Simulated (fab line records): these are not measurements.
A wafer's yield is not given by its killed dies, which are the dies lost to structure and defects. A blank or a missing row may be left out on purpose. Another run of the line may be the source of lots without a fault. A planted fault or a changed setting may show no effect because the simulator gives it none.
The tool behind it: which one? || flow nand-harc || 12 lots, 36 wafers sampled, at 3 steps of a route of 1159

WHAT EACH GAUGE READ, for each wafer
NHARC_A_STAIRCASE_INSPECT_155.
{"lot": "L075", "measured": "day 14 00:37", "on": "defect-inspect-01", "raw-defect-count": "301 441 334"}
{"lot": "L077", "measured": "day 14 07:02", "on": "defect-inspect-02", "raw-defect-count": "318 698 678"}
{"lot": "L079", "measured": "day 15 10:08", "on": "defect-inspect-02", "raw-defect-count": "368 408 227"}
{"lot": "L081", "measured": "day 15 21:23", "on": "defect-inspect-01", "raw-defect-count": "278 314 201"}
{"lot": "L083", "measured": "day 16 02:57", "on": "defect-inspect-01", "raw-defect-count": "459 305 201"}
{"lot": "L087", "measured": "day 16 20:55", "on": "defect-inspect-02", "raw-defect-count": "617 1168 262"}
{"lot": "L085", "measured": "day 17 06:29", "on": "defect-inspect-02", "raw-defect-count": "247 403 321"}
{"lot": "L088", "measured": "day 17 06:46", "on": "defect-inspect-01", "raw-defect-count": "297 364 410"}
{"lot": "L092", "measured": "day 18 11:01", "on": "defect-inspect-02", "raw-defect-count": "212 382 277"}
{"lot": "L093", "measured": "day 18 10:28", "on": "defect-inspect-02", "raw-defect-count": "564 410 355"}
{"lot": "L096", "measured": "day 19 07:27", "on": "defect-inspect-01", "raw-defect-count": "214 203 420"}
{"lot": "L097", "measured": "day 19 20:35", "on": "defect-inspect-02", "raw-defect-count": "412 440 532"}

WHICH TOOL RAN EACH LOT (tool, then ch and the chambers of the sampled wafers, then the start)
{"lot": "L075", "NHARC_A_STAIRCASE_DESCUM_252": "rie-diel-10 ch 0,1,3, day 11 14:55", "NHARC_A_STAIRCASE_DESCUM_291": "rie-diel-13 ch 0,1,2, day 11 20:15"}
{"lot": "L077", "NHARC_A_STAIRCASE_DESCUM_252": "rie-diel-09 ch 0,2,3, day 11 23:31", "NHARC_A_STAIRCASE_DESCUM_291": "rie-diel-10 ch 0,1,3, day 12 03:48"}
{"lot": "L079", "NHARC_A_STAIRCASE_DESCUM_252": "rie-diel-13 ch 0,2,3, day 13 01:11", "NHARC_A_STAIRCASE_DESCUM_291": "rie-diel-09 ch 0,1,3, day 13 05:01"}
{"lot": "L081", "NHARC_A_STAIRCASE_DESCUM_252": "rie-diel-13 ch 0,1,3, day 13 09:06", "NHARC_A_STAIRCASE_DESCUM_291": "rie-diel-13 ch 0,1, day 13 16:05"}
{"lot": "L083", "NHARC_A_STAIRCASE_DESCUM_252": "rie-diel-09 ch 2,3, day 13 11:26", "NHARC_A_STAIRCASE_DESCUM_291": "rie-diel-09 ch 0,2, day 13 18:49"}
{"lot": "L087", "NHARC_A_STAIRCASE_DESCUM_252": "rie-diel-13 ch 0,2,3, day 14 11:10", "NHARC_A_STAIRCASE_DESCUM_291": "rie-diel-09 ch 0,1, day 14 14:52"}
{"lot": "L085", "NHARC_A_STAIRCASE_DESCUM_252": "rie-diel-09 ch 0,3, day 14 15:30", "NHARC_A_STAIRCASE_DESCUM_291": "rie-diel-09 ch 0,1, day 14 21:11"}
{"lot": "L088", "NHARC_A_STAIRCASE_DESCUM_252": "rie-diel-10 ch 1,2,3, day 14 22:16", "NHARC_A_STAIRCASE_DESCUM_291": "rie-diel-09 ch 0,1,2, day 15 03:34"}
{"lot": "L092", "NHARC_A_STAIRCASE_DESCUM_252": "rie-diel-09 ch 0,1,2, day 15 19:14", "NHARC_A_STAIRCASE_DESCUM_291": "rie-diel-09 ch 1,2,3, day 16 00:14"}
{"lot": "L093", "NHARC_A_STAIRCASE_DESCUM_252": "rie-diel-09 ch 0,1,3, day 16 01:24", "NHARC_A_STAIRCASE_DESCUM_291": "rie-diel-09 ch 0,1,2, day 16 05:49"}
{"lot": "L096", "NHARC_A_STAIRCASE_DESCUM_252": "rie-diel-10 ch 0,1,2, day 16 10:01", "NHARC_A_STAIRCASE_DESCUM_291": "rie-diel-10 ch 0,1,3, day 16 17:31"}
{"lot": "L097", "NHARC_A_STAIRCASE_DESCUM_252": "rie-diel-10 ch 0,2, day 17 08:53", "NHARC_A_STAIRCASE_DESCUM_291": "rie-diel-13 ch 0,1,2, day 17 12:42"}
- NHARC_A_STAIRCASE_DESCUM_252: chemistry O2, time 3 s.
- NHARC_A_STAIRCASE_DESCUM_291: chemistry O2, time 3 s.

THE ANSWER, worked out from the rows above alone
Rule: usual is defined by the lots themselves. The widest of any qualifying gaps counts: lots, ordered by their means at a reading, are off when they make up no more than a third of the lots, leave a main group of 4 or more, and stand apart from it by 3 or more times the standard deviation of that group's means. A main group is skipped when, at the precision printed for the reading in the tables above, its means are all equal. A lot without any number at a reading at which 4 lots or more have one is off too. Where the step has rows for the other lots, those lots are counted as sound.
No lot is off at any reading shown: from this, nothing can be told.

WHAT THE SIMULATOR PUT IN
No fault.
